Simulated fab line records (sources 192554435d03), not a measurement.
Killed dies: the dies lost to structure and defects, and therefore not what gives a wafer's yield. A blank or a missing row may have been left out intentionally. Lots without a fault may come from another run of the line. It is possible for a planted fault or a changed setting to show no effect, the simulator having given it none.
Which of the tools did it? -- flow n5Finfet -- Sampling: 10 lots, 28 wafers, 5 of 1938 route steps

WHAT EACH GAUGE READ, for each wafer
N5_MOL_CONTACT_COAG_CD_MEAS_99: the cd target is 17.2 nm. Usual: cdNm reads 17.1 nm (standard deviation 0.35).
lot,measured,on,cdNm (nm),flag
L873,day 5 05:37,cdSem-03,16.9 17.1 17.6,
L875,day 5 12:26,cdSem-01,16.5 16.7 16.9,
L877,day 6 01:52,cdSem-01,16.9 17.0 17.3,
L880,day 6 17:44,cdSem-01,16.9 16.6 16.6,
L881,day 6 23:17,cdSem-03,16.9 16.5 17.4,
L885,day 8 00:29,cdSem-02,17.5 17.4 17.5,
L887,day 8 13:49,cdSem-01,16.7 16.9,
L890,day 9 05:46,cdSem-02,17.1 16.8,
L894,day 10 06:15,cdSem-02,16.9 18.1 17.6,
L895,day 10 10:15,cdSem-01,17.2 17.2 16.7,

N5_BEOL_M4_RC_MEAS_101. Usual: DIBL_N 35.8 mV/V, standard deviation 1.8; DIBL_P 35.6 mV/V, standard deviation 2; IOFF_N 0.148 nA/um, standard deviation 0.028; IOFF_P 0.20 nA/um, standard deviation 0.034; ION_N 672 uA/um, standard deviation 12; ION_P 462 uA/um, standard deviation 8.5; SS_N 71.2 mV/dec, standard deviation 0.65; SS_P 73.1 mV/dec, standard deviation 0.67; VT_N 251 mV, standard deviation 3.3; VT_P -251 mV, standard deviation 3.8.
lot,measured,on,DIBL_N (mV/V),DIBL_P (mV/V),IOFF_N (nA/um),IOFF_P (nA/um),ION_N (uA/um),ION_P (uA/um),SS_N (mV/dec),SS_P (mV/dec),VT_N (mV),VT_P (mV),flag
L873,day 8 02:58,prober-01,37.7 36.9 36.8,38.6 36.7 37.4,0.156 0.151 0.145,0.22 0.20 0.21,647 672 674,451 461 464,72.1 70.9 70.4,73.9 72.5 73.5,252 252 250,-247 -248 -248,
L875,day 9 00:37,prober-01,36.3 36.9 38.3,34.1 34.5 36.7,0.138 0.141 0.175,0.20 0.21 0.24,662 675 677,464 469 468,71.5 70.9 71.1,73.2 73.8 73.7,253 253 247,-248 -248 -248,
L877,day 9 04:34,prober-01,37.6 37.9 36.8,36.9 37.5 35.5,0.169 0.162 0.147,0.20 0.22 0.18,693 684 675,465 461 462,71.9 71.7 71.4,73.8 74.0 72.9,245 247 251,-252 -249 -254,
L880,day 9 12:13,prober-01,33.9 36.2 36.4,31.6 35.5 35.4,0.107 0.157 0.153,0.17 0.23 0.22,652 682 667,459 474 462,70.5 71.4 71.6,72.6 73.2 73.1,255 250 250,-251 -246 -247,
L881,day 10 02:16,prober-02,34.6 35.9 35.2,34.3 35.7 34.7,0.121 0.136 0.137,0.19 0.21 0.19,663 674 677,457 467 468,70.1 71.3 70.8,73.5 72.8 72.4,253 252 250,-249 -247 -249,
L885,day 11 07:08,prober-02,39.7 36.7 38.2,38.6 35.2 37.0,0.244 0.162 0.192,0.31 0.25 0.27,677 668 669,467 468 459,73.2 72.6 72.4,74.3 73.2 74.0,245 252 248,-242 -243 -248,
L887,day 11 22:17,prober-02,35.9 34.3,35.7 34.1,0.171 0.139,0.24 0.22,679 684,466 471,71.1 71.1,74.0 73.3,248 252,-247 -244,
L890,day 12 03:19,prober-01,38.5 35.6,39.8 36.1,0.191 0.146,0.25 0.18,679 683,463 466,72.1 71.5,73.7 73.1,248 251,-248 -255,
L894,day 13 18:52,prober-02,35.8 38.4 35.3,35.0 37.4 33.1,0.147 0.197 0.138,0.19 0.24 0.18,677 691 682,463 478 464,71.3 71.6 71.0,72.4 72.5 71.9,250 246 254,-248 -247 -250,
L895,day 13 22:43,prober-02,34.5 35.1 35.3,34.1 35.6 35.2,0.145 0.163 0.164,0.19 0.21 0.21,673 687 692,471 470 469,70.7 70.5 70.9,72.4 72.9 72.9,249 246 247,-249 -247 -247,

WHAT TOOL EACH LOT RAN ON (gives the tool, then ch and the chambers of the sampled wafers, and finally the start)
lot,N5_MOL_CONTACT_COAG_SPUTTER_130,N5_MOL_CONTACT_COAG_ETCH_66,N5_MOL_CONTACT_COAG_ETCHBACK_136
L873,"pvdSputter-01, day 5 09:38","rieDiel-05 ch 0,1,2, day 5 15:11","rieDiel-05 ch 0,3, day 5 15:37"
L875,"pvdSputter-01, day 5 16:52","rieDiel-05 ch 0,1,2, day 5 22:11","rieDiel-05 ch 0,2, day 6 00:02"
L877,"pvdSputter-03, day 6 06:43","rieDiel-03 ch 0,3, day 6 13:01","rieDiel-06 ch 0,1, day 6 13:35"
L880,"pvdSputter-02, day 6 22:35","rieDiel-03 ch 0,3, day 7 04:21","rieDiel-03 ch 0,2, day 7 05:01"
L881,"pvdSputter-03, day 7 04:03","rieDiel-05 ch 0,2,3, day 7 10:10","rieDiel-05 ch 1,2,3, day 7 11:41"
L885,"pvdSputter-02, day 8 06:01","rieDiel-05 ch 0,1,3, day 8 15:04","rieDiel-03 ch 1,2,3, day 8 16:02"
L887,"pvdSputter-02, day 8 17:52","rieDiel-05 ch 3, day 9 00:18","rieDiel-05 ch 0,3, day 9 00:41"
L890,"pvdSputter-02, day 9 13:35","rieDiel-05 ch 1,3, day 9 19:16","rieDiel-05 ch 0,3, day 9 19:39"
L894,"pvdSputter-02, day 10 11:10","rieDiel-03 ch 0,2,3, day 10 17:59","rieDiel-06 ch 1,2, day 10 18:26"
L895,"pvdSputter-02, day 10 15:31","rieDiel-03 ch 0,2,3, day 10 21:17","rieDiel-03 ch 1,2,3, day 10 21:53"
- N5_MOL_CONTACT_COAG_SPUTTER_130: material Co, target thk 47.5 nm.
- N5_MOL_CONTACT_COAG_ETCH_66: etches SiARC in CF4, target depth 13 nm, time 21.7 s.
- N5_MOL_CONTACT_COAG_ETCHBACK_136: etches SiO2 in CHF3, target depth 25 nm, time 16.7 s.

AS READ BY THE TOOLS THEMSELVES (means over the sampled wafers that have a number; for cases with no such wafer, the mark the record gives instead)
N5_MOL_CONTACT_COAG_SPUTTER_130. Usual: substrateTempC 25.00 C, standard deviation 0.1; throttleValvePct 30.2 %, standard deviation 1.1.
lot,tool,substrateTempC (C),throttleValvePct (%),flag
L873,pvdSputter-01,24.88,31.0,
L875,pvdSputter-01,25.00,30.7,
L877,pvdSputter-03,25.03,28.9,
L880,pvdSputter-02,25.06,29.7,
L881,pvdSputter-03,24.98,29.8,
L885,pvdSputter-02,24.95,30.5,
L887,pvdSputter-02,25.13,29.5,
L890,pvdSputter-02,24.97,30.1,
L894,pvdSputter-02,25.03,30.3,
L895,pvdSputter-02,25.14,30.4,

N5_MOL_CONTACT_COAG_ETCH_66. Usual: drypumpMotorCurrentA 5.7 A, standard deviation 0.38; etchRfOnTimeS 21.4 s, standard deviation 0.44; oesProductAu 0.68 a.u., standard deviation 0.074; rfVppV 183.9 V, standard deviation 1.1; showerheadPlenumPTorr 2.12 Torr, standard deviation 0.062; throttleValvePct 15.57 %, standard deviation 0.16.
lot,tool,drypumpMotorCurrentA (A),etchRfOnTimeS (s),oesProductAu (a.u.),rfVppV (V),showerheadPlenumPTorr (Torr),throttleValvePct (%),flag
L873,rieDiel-05,5.5,21.5,0.64,183.6,2.16,15.53,
L875,rieDiel-05,5.5,21.4,0.64,184.8,2.16,15.53,
L877,rieDiel-03,5.9,21.1,0.74,183.3,2.09,15.54,
L880,rieDiel-03,5.9,21.3,0.73,183.7,2.09,15.54,
L881,rieDiel-05,5.5,21.5,0.69,184.4,2.15,15.54,
L885,rieDiel-05,5.4,19.0,0.73,182.5,2.11,15.65,OFF
L887,rieDiel-05,5.2,17.8,0.87,184.2,2.10,15.61,OFF
L890,rieDiel-05,5.2,18.1,0.77,183.0,2.11,15.64,OFF
L894,rieDiel-03,6.0,21.3,0.68,184.0,2.07,15.61,
L895,rieDiel-03,6.0,21.3,0.68,183.5,2.07,15.62,

N5_MOL_CONTACT_COAG_ETCHBACK_136. Usual: drypumpMotorCurrentA 5.6 A, standard deviation 0.38; oesProductAu 0.79 a.u., standard deviation 0.09; rfVppV 526 V, standard deviation 10; showerheadPlenumPTorr 2.37 Torr, standard deviation 0.066; throttleValvePct 18.71 %, standard deviation 0.17.
lot,tool,drypumpMotorCurrentA (A),oesProductAu (a.u.),rfVppV (V),showerheadPlenumPTorr (Torr),throttleValvePct (%),flag
L873,rieDiel-05,5.4,0.70,525,2.36,19.02,
L875,rieDiel-05,5.7,0.76,529,2.44,18.55,
L877,rieDiel-06,5.3,0.76,526,2.40,18.54,
L880,rieDiel-03,6.2,0.77,522,2.29,18.73,
L881,rieDiel-05,5.4,0.81,532,2.40,18.66,
L885,rieDiel-03,5.7,0.86,530,2.35,18.69,
L887,rieDiel-05,5.5,0.81,520,2.35,18.81,
L890,rieDiel-05,5.5,0.80,520,2.35,18.83,
L894,rieDiel-06,5.5,0.80,519,2.42,18.43,
L895,rieDiel-03,5.7,0.83,531,2.34,18.71,

THE ANSWER, worked out from the rows above alone
Rule: lot off if the mean of its wafers having a number is beyond 3 standard deviations from the usual mean. A lot without any number at a reading at which 4 lots or more have one is off too. The other lots that the step has rows for count as sound. After the gauges, taken in route order, come the tools' own readings; for these a lot's mean is taken, as printed above. At the first step where some lot is off, the reading lying furthest off is the one used; lots without a number count as furthest.
Off: L885, L887, L890, at N5_MOL_CONTACT_COAG_ETCH_66 (etchRfOnTimeS).
If a tool, at that step or one of the process steps before it, ran each lot that is off and ran no sound lot following the first of them, it fits. One fits: rieDiel-05 at N5_MOL_CONTACT_COAG_ETCH_66. Its last sound lot is L881 (day 7 10:10), its first lot that is off L885 (day 8 15:04): a fault that began between those two fits.
On the lots that are off, the tool's own readings at N5_MOL_CONTACT_COAG_ETCH_66 differ by more than 5 times the standard deviation of the sound lots' means, which bears it out; etchRfOnTimeS reads 18.3 s there versus 21.3 s on the sound lots.

WHAT THE SIMULATOR HAD PUT IN
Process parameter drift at N5_MOL_CONTACT_COAG_ETCH_66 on rieDiel-05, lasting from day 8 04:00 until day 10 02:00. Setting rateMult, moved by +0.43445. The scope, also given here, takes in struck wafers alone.
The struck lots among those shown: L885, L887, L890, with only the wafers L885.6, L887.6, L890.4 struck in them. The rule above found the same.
